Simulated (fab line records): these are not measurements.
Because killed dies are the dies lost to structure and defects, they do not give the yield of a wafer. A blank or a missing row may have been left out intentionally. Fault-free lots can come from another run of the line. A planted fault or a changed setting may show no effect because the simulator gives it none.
Matching of chambers    flow n5 finfet    rie diel-03 running N5_BEOL_M4_VIA_ETCH_34: 4 sister chambers
The step etches the open film in C4F6/O2, target depth 69.4 nm, time 65.9 s. 8 wafers are shown with their chamber, then 11 later ones without.

EACH WAFER AND ITS CHAMBER
wafer   chamber  drypump motor current A (A)  throttle valve pct (%)
L075.4  3        6.3                          31.21
L082.2  2        5.3                          31.47
L083.2  0        5.7                          30.79
L085.3  0        5.7                          30.79
L089.2  1        5.2                          30.80
L089.3  2        5.3                          31.49
L089.4  3        6.3                          31.07
L087.1  1        5.3                          30.78

WAFERS MISSING THEIR CHAMBER
wafer   drypump motor current A (A)  throttle valve pct (%)
L087.3  6.3                          31.06
L087.6  5.7                          30.80
L092.3  5.3                          31.49
L092.4  5.2                          30.82
L092.6  5.3                          31.48
L093.1  5.7                          30.82
L093.2  5.3                          30.81
L093.4  5.3                          31.50
L095.2  6.3                          31.08
L095.3  5.3                          31.49
L095.4  5.2                          30.81

WHICH CHAMBER EACH WENT THROUGH
wafer   from the rows above  in truth
L087.3  3                    3
L087.6  0                    0
L092.3  2                    2
L092.4  1                    1
L092.6  2                    2
L093.1  0                    0
L093.2  1                    1
L093.4  2                    2
L095.2  3                    3
L095.3  2                    2
L095.4  1                    1
11 of 11 placed correctly. Number that these rows cannot place: 0. Placed wrongly: 0.
How it was worked out, from the rows above alone: a wafer's distance from a chamber is the root of the sum, over the readings, of the square of ((its reading less the chamber's mean) divided by the reading's scatter). If the next closest chamber is less than 2 further off than the closest, the wafer can't be placed; otherwise it belongs to the closest. Each chamber's mean is taken over the wafers shown for it. The scatter: take each reading less its chamber's mean, square it, sum over the shown wafers, divide by the number of wafers less the number of chambers, and take the root.
